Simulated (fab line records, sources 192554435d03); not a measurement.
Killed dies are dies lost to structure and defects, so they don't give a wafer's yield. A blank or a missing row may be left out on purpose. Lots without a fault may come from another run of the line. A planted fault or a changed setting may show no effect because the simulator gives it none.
Which tool did it? | flow n5_finfet | 24 lots, 72 wafers sampled, at 4 steps of a route of 1938

WHAT THE GAUGES READ, wafer by wafer
N5_BEOL_M5_OCD_MEAS_38.
lot  | measured     | on     | trench_depth_nm (nm)
L074 | day 8 12:34  | ocd-02 | 70.9 74.5 74.2
L076 | day 8 17:58  | ocd-02 | 71.8 74.8 71.1
L075 | day 8 21:47  | ocd-02 | 71.0 73.8 70.4
L077 | day 9 08:54  | ocd-02 | 74.3 73.8 71.0
L078 | day 9 14:55  | ocd-02 | 71.2 72.4 74.2
L079 | day 9 17:48  | ocd-01 | 69.9 70.2 72.8
L080 | day 10 00:52 | ocd-01 | 71.9 71.1 69.5
L081 | day 10 01:17 | ocd-01 | 72.5 73.8 71.0
L082 | day 10 01:19 | ocd-02 | 72.3 71.9 72.2
L083 | day 10 20:46 | ocd-01 | 69.6 70.0 71.2
L085 | day 10 23:18 | ocd-02 | 71.9 72.3 70.2
L084 | day 11 02:35 | ocd-01 | 70.7 72.9 71.0
L087 | day 11 19:11 | ocd-02 | 72.5 73.0 73.0
L089 | day 12 03:50 | ocd-01 | 73.6 72.5 71.9
L086 | day 12 03:54 | ocd-01 | 71.6 70.8 71.3
L088 | day 12 11:19 | ocd-01 | 71.5 73.2 71.0
L090 | day 12 17:56 | ocd-01 | 72.2 70.7 71.7
L091 | day 14 00:01 | ocd-01 | 72.2 70.4 70.0
L093 | day 14 02:16 | ocd-02 | 70.9 69.4 71.6
L094 | day 14 05:58 | ocd-02 | 69.3 70.4 70.1
L092 | day 14 08:48 | ocd-01 | 72.6 72.4 71.5
L096 | day 15 01:17 | ocd-02 | 71.4 70.3 72.4
L095 | day 15 01:35 | ocd-01 | 73.0 71.3 73.2
L097 | day 15 04:46 | ocd-02 | 72.8 70.9 70.1

WHICH TOOL RAN EACH LOT (tool, then ch and the chambers of the sampled wafers, then the start)
lot  | N5_BEOL_M5_ETCH_68                 | N5_BEOL_M5_VIA_ETCH_34             | N5_BEOL_M5_STRIP_91
L074 | rie_diel-03 ch 1,3, day 8 12:13    | rie_diel-03 ch 1,3, day 8 12:19    | rie_diel-03 ch 1,3, day 8 12:34 or earlier
L076 | rie_diel-03 ch 0,1,3, day 8 17:38  | rie_diel-03 ch 0,1,3, day 8 17:44  | rie_diel-03 ch 0,1,3, day 8 17:58 or earlier
L075 | rie_diel-02 ch 0,1,3, day 8 21:27  | rie_diel-02 ch 0,1,3, day 8 21:33  | rie_diel-02 ch 0,1,3, day 8 21:47 or earlier
L077 | rie_diel-02 ch 0,1, day 9 08:33    | rie_diel-02 ch 0,1, day 9 08:39    | rie_diel-02 ch 0,1, day 9 08:54 or earlier
L078 | rie_diel-02 ch 0,2,3, day 9 14:34  | rie_diel-02 ch 0,2,3, day 9 14:41  | rie_diel-02 ch 0,2,3, day 9 14:55 or earlier
L079 | rie_diel-02 ch 0,1,3, day 9 17:28  | rie_diel-02 ch 0,1,3, day 9 17:34  | rie_diel-02 ch 0,1,3, day 9 17:48 or earlier
L080 | rie_diel-02 ch 1,2, day 10 00:31   | rie_diel-02 ch 1,2, day 10 00:37   | rie_diel-02 ch 1,2, day 10 00:52 or earlier
L081 | rie_diel-02 ch 0,1,2, day 10 00:56 | rie_diel-02 ch 0,1,2, day 10 01:02 | rie_diel-02 ch 0,1,2, day 10 01:17 or earlier
L082 | rie_diel-01 ch 0,1, day 10 00:59   | rie_diel-01 ch 0,1, day 10 01:05   | rie_diel-01 ch 0,1, day 10 01:19 or earlier
L083 | rie_diel-03 ch 1,2, day 10 20:25   | rie_diel-03 ch 1,2, day 10 20:31   | rie_diel-03 ch 1,2, day 10 20:46 or earlier
L085 | rie_diel-01 ch 0,3, day 10 22:58   | rie_diel-01 ch 0,3, day 10 23:04   | rie_diel-01 ch 0,3, day 10 23:18 or earlier
L084 | rie_diel-03 ch 0,2,3, day 11 02:15 | rie_diel-03 ch 0,2,3, day 11 02:21 | rie_diel-03 ch 0,2,3, day 11 02:35 or earlier
L087 | rie_diel-01 ch 1,2,3, day 11 18:50 | rie_diel-01 ch 1,2,3, day 11 18:56 | rie_diel-01 ch 1,2,3, day 11 19:11 or earlier
L089 | rie_diel-01 ch 0,2,3, day 12 03:30 | rie_diel-01 ch 0,2,3, day 12 03:36 | rie_diel-01 ch 0,2,3, day 12 03:50 or earlier
L086 | rie_diel-03 ch 1,2, day 12 03:34   | rie_diel-03 ch 1,2, day 12 03:40   | rie_diel-03 ch 1,2, day 12 03:54 or earlier
L088 | rie_diel-01 ch 0,2, day 12 10:58   | rie_diel-01 ch 0,2, day 12 11:04   | rie_diel-01 ch 0,2, day 12 11:19 or earlier
L090 | rie_diel-01 ch 0,2, day 12 17:36   | rie_diel-01 ch 0,2, day 12 17:42   | rie_diel-01 ch 0,2, day 12 17:56 or earlier
L091 | rie_diel-01 ch 0,1,2, day 13 23:40 | rie_diel-01 ch 0,1,2, day 13 23:47 | rie_diel-01 ch 0,1,2, day 14 00:01 or earlier
L093 | rie_diel-03 ch 2,3, day 14 01:56   | rie_diel-03 ch 2,3, day 14 02:02   | rie_diel-03 ch 2,3, day 14 02:16 or earlier
L094 | rie_diel-03 ch 0,1,2, day 14 05:38 | rie_diel-03 ch 0,1,2, day 14 05:44 | rie_diel-03 ch 0,1,2, day 14 05:58 or earlier
L092 | rie_diel-02 ch 0,2,3, day 14 08:29 | rie_diel-02 ch 0,2,3, day 14 08:34 | rie_diel-02 ch 0,2,3, day 14 08:48 or earlier
L096 | rie_diel-03 ch 0,1,3, day 15 00:57 | rie_diel-03 ch 0,1,3, day 15 01:03 | rie_diel-03 ch 0,1,3, day 15 01:17 or earlier
L095 | rie_diel-02 ch 0,2,3, day 15 01:14 | rie_diel-02 ch 0,2,3, day 15 01:20 | rie_diel-02 ch 0,2,3, day 15 01:35 or earlier
L097 | rie_diel-01 ch 0,2,3, day 15 04:26 | rie_diel-01 ch 0,2,3, day 15 04:32 | rie_diel-01 ch 0,2,3, day 15 04:46 or earlier
- N5_BEOL_M5_ETCH_68: etches SOC in N2/H2, target depth 80 nm, overetch 16 nm, time 120 s.
- N5_BEOL_M5_VIA_ETCH_34: etches SiCOH lowk in C4F6/O2, target depth 88.3 nm, time 39.2 s.
- N5_BEOL_M5_STRIP_91: strips in N2/H2, time 10 s.

WHAT THE TOOLS THEMSELVES READ (means of the sampled wafers that have a number; where no wafer has one, the mark that the record gives instead)
N5_BEOL_M5_ETCH_68.
lot  | tool        | drypump_motor_current_A (A) | oes_product_au (a.u.) | rf_vpp_V (V) | showerhead_plenum_p_Torr (Torr) | throttle_valve_pct (%)
L074 | rie_diel-03 | 6.5                         | 0.65                  | 526.0        | 2.61                            | 17.74
L076 | rie_diel-03 | 5.8                         | 0.61                  | 525.1        | 2.59                            | 17.77
L075 | rie_diel-02 | 5.7                         | 0.59                  | 521.2        | 2.44                            | 17.92
L077 | rie_diel-02 | 5.5                         | 0.64                  | 521.1        | 2.46                            | 17.76
L078 | rie_diel-02 | 6.1                         | 0.65                  | 522.0        | 2.46                            | 17.79
L079 | rie_diel-02 | 5.7                         | 0.59                  | 520.8        | 2.44                            | 17.94
L080 | rie_diel-02 | 5.6                         | 0.59                  | 520.3        | 2.44                            | 18.03
L081 | rie_diel-02 | 5.8                         | 0.65                  | 521.8        | 2.46                            | 17.82
L082 | rie_diel-01 | 6.0                         | 0.65                  | 526.8        | 2.65                            | 17.42
L083 | rie_diel-03 | 6.0                         | 0.55                  | 524.6        | 2.60                            | 18.10
L085 | rie_diel-01 | 6.1                         | 0.64                  | 523.6        | 2.53                            | 17.47
L084 | rie_diel-03 | 5.8                         | 0.60                  | 524.3        | 2.56                            | 17.61
L087 | rie_diel-01 | 5.6                         | 0.66                  | 526.0        | 2.59                            | 17.44
L089 | rie_diel-01 | 5.9                         | 0.64                  | 523.4        | 2.54                            | 17.55
L086 | rie_diel-03 | 5.9                         | 0.54                  | 524.5        | 2.57                            | 17.93
L088 | rie_diel-01 | 6.2                         | 0.62                  | 523.6        | 2.57                            | 17.68
L090 | rie_diel-01 | 6.2                         | 0.61                  | 523.7        | 2.57                            | 17.70
L091 | rie_diel-01 | 6.0                         | 0.62                  | 526.0        | 2.61                            | 17.61
L093 | rie_diel-03 | 6.3                         | 0.60                  | 524.2        | 2.57                            | 17.64
L094 | rie_diel-03 | 5.6                         | 0.56                  | 524.5        | 2.56                            | 17.90
L092 | rie_diel-02 | 6.1                         | 0.69                  | 524.3        | 2.56                            | 17.68
L096 | rie_diel-03 | 5.9                         | 0.58                  | 524.6        | 2.57                            | 17.83
L095 | rie_diel-02 | 6.1                         | 0.67                  | 524.4        | 2.56                            | 17.69
L097 | rie_diel-01 | 5.9                         | 0.62                  | 523.4        | 2.53                            | 17.59

N5_BEOL_M5_VIA_ETCH_34.
lot  | tool        | drypump_motor_current_A (A) | oes_ar_750_au (a.u.) | oes_product_au (a.u.) | rf_vpp_V (V) | showerhead_plenum_p_Torr (Torr) | throttle_valve_pct (%)
L074 | rie_diel-03 | 6.4                         | 0.86                 | 0.86                  | 653          | 2.93                            | 20.90
L076 | rie_diel-03 | 5.8                         | 0.81                 | 0.80                  | 656          | 2.91                            | 20.86
L075 | rie_diel-02 | 5.7                         | 0.77                 | 0.77                  | 658          | 2.75                            | 21.07
L077 | rie_diel-02 | 5.5                         | 0.84                 | 0.84                  | 650          | 2.78                            | 20.97
L078 | rie_diel-02 | 6.1                         | 0.85                 | 0.85                  | 663          | 2.77                            | 20.90
L079 | rie_diel-02 | 5.7                         | 0.76                 | 0.76                  | 657          | 2.75                            | 21.08
L080 | rie_diel-02 | 5.6                         | 0.77                 | 0.77                  | 652          | 2.75                            | 21.23
L081 | rie_diel-02 | 5.7                         | 0.84                 | 0.85                  | 653          | 2.77                            | 21.03
L082 | rie_diel-01 | 6.0                         | 0.86                 | 0.85                  | 650          | 2.94                            | 20.36
L083 | rie_diel-03 | 6.0                         | 0.73                 | 0.71                  | 652          | 2.90                            | 21.13
L085 | rie_diel-01 | 6.1                         | 0.84                 | 0.83                  | 663          | 2.83                            | 20.54
L084 | rie_diel-03 | 5.8                         | 0.80                 | 0.79                  | 656          | 2.87                            | 20.73
L087 | rie_diel-01 | 5.6                         | 0.87                 | 0.87                  | 665          | 2.89                            | 20.51
L089 | rie_diel-01 | 5.9                         | 0.83                 | 0.84                  | 667          | 2.84                            | 20.61
L086 | rie_diel-03 | 5.9                         | 0.72                 | 0.71                  | 654          | 2.88                            | 20.97
L088 | rie_diel-01 | 6.2                         | 0.80                 | 0.80                  | 658          | 2.85                            | 20.64
L090 | rie_diel-01 | 6.2                         | 0.80                 | 0.79                  | 659          | 2.85                            | 20.66
L091 | rie_diel-01 | 6.0                         | 0.81                 | 0.81                  | 656          | 2.90                            | 20.57
L093 | rie_diel-03 | 6.4                         | 0.80                 | 0.79                  | 654          | 2.88                            | 20.78
L094 | rie_diel-03 | 5.6                         | 0.72                 | 0.71                  | 657          | 2.87                            | 20.95
L092 | rie_diel-02 | 6.1                         | 0.91                 | 0.90                  | 665          | 2.87                            | 20.82
L096 | rie_diel-03 | 5.9                         | 0.76                 | 0.76                  | 657          | 2.89                            | 20.93
L095 | rie_diel-02 | 6.1                         | 0.88                 | 0.89                  | 666          | 2.87                            | 20.84
L097 | rie_diel-01 | 5.8                         | 0.82                 | 0.81                  | 667          | 2.83                            | 20.65

N5_BEOL_M5_STRIP_91.
lot  | tool        | drypump_motor_current_A (A) | oes_product_au (a.u.) | rf_vpp_V (V) | showerhead_plenum_p_Torr (Torr) | throttle_valve_pct (%)
L074 | rie_diel-03 | 6.4                         | 0.86                  | 59.3         | 2.60                            | 23.6
L076 | rie_diel-03 | 5.9                         | 0.81                  | 59.4         | 2.59                            | 23.6
L075 | rie_diel-02 | 5.7                         | 0.78                  | 59.4         | 2.44                            | 23.8
L077 | rie_diel-02 | 5.5                         | 0.85                  | 59.1         | 2.45                            | 23.6
L078 | rie_diel-02 | 6.1                         | 0.85                  | 58.9         | 2.46                            | 23.7
L079 | rie_diel-02 | 5.7                         | 0.78                  | 58.5         | 2.43                            | 23.8
L080 | rie_diel-02 | 5.6                         | 0.78                  | 58.4         | 2.43                            | 23.9
L081 | rie_diel-02 | 5.7                         | 0.85                  | 59.8         | 2.46                            | 23.7
L082 | rie_diel-01 | 5.9                         | 0.86                  | 58.6         | 2.64                            | 23.3
L083 | rie_diel-03 | 6.0                         | 0.72                  | 59.3         | 2.60                            | 24.0
L085 | rie_diel-01 | 6.1                         | 0.84                  | 59.2         | 2.52                            | 23.2
L084 | rie_diel-03 | 5.8                         | 0.79                  | 60.0         | 2.55                            | 23.4
L087 | rie_diel-01 | 5.6                         | 0.86                  | 59.5         | 2.58                            | 23.3
L089 | rie_diel-01 | 5.8                         | 0.84                  | 58.5         | 2.54                            | 23.3
L086 | rie_diel-03 | 5.9                         | 0.72                  | 60.1         | 2.57                            | 23.7
L088 | rie_diel-01 | 6.2                         | 0.79                  | 59.6         | 2.56                            | 23.5
L090 | rie_diel-01 | 6.2                         | 0.80                  | 59.6         | 2.56                            | 23.5
L091 | rie_diel-01 | 6.0                         | 0.81                  | 58.9         | 2.60                            | 23.5
L093 | rie_diel-03 | 6.4                         | 0.80                  | 59.3         | 2.56                            | 23.4
L094 | rie_diel-03 | 5.6                         | 0.72                  | 59.7         | 2.55                            | 23.7
L092 | rie_diel-02 | 6.1                         | 0.91                  | 58.8         | 2.55                            | 23.6
L096 | rie_diel-03 | 5.8                         | 0.75                  | 60.1         | 2.57                            | 23.7
L095 | rie_diel-02 | 6.1                         | 0.89                  | 59.4         | 2.55                            | 23.6
L097 | rie_diel-01 | 5.8                         | 0.80                  | 58.6         | 2.53                            | 23.3

THE ANSWER, worked out from the rows above alone
Rule: what is usual is taken from the lots themselves. Put in order of their means at a reading, lots are off if they are a third of the lots or fewer, leave a main group of 4 or more, and stand apart from it by a gap of 3 or more times the standard deviation of the main group's means; of several such gaps the widest counts. A main group whose means are all the same, to the digits that the tables above print for the reading, isn't used. A lot without any number at a reading at which 4 lots or more have one is off too. The other lots that the step has rows for count as sound. The gauges are gone through in route order, then the tools' own readings, and for those a lot's mean is taken as printed above. The first step at which some lot is off is used, and at that step the reading that is off furthest; a lot without a number counts as furthest.
No lot is off at any reading shown: from this, nothing can be told.

WHAT THE SIMULATOR HAD PUT IN
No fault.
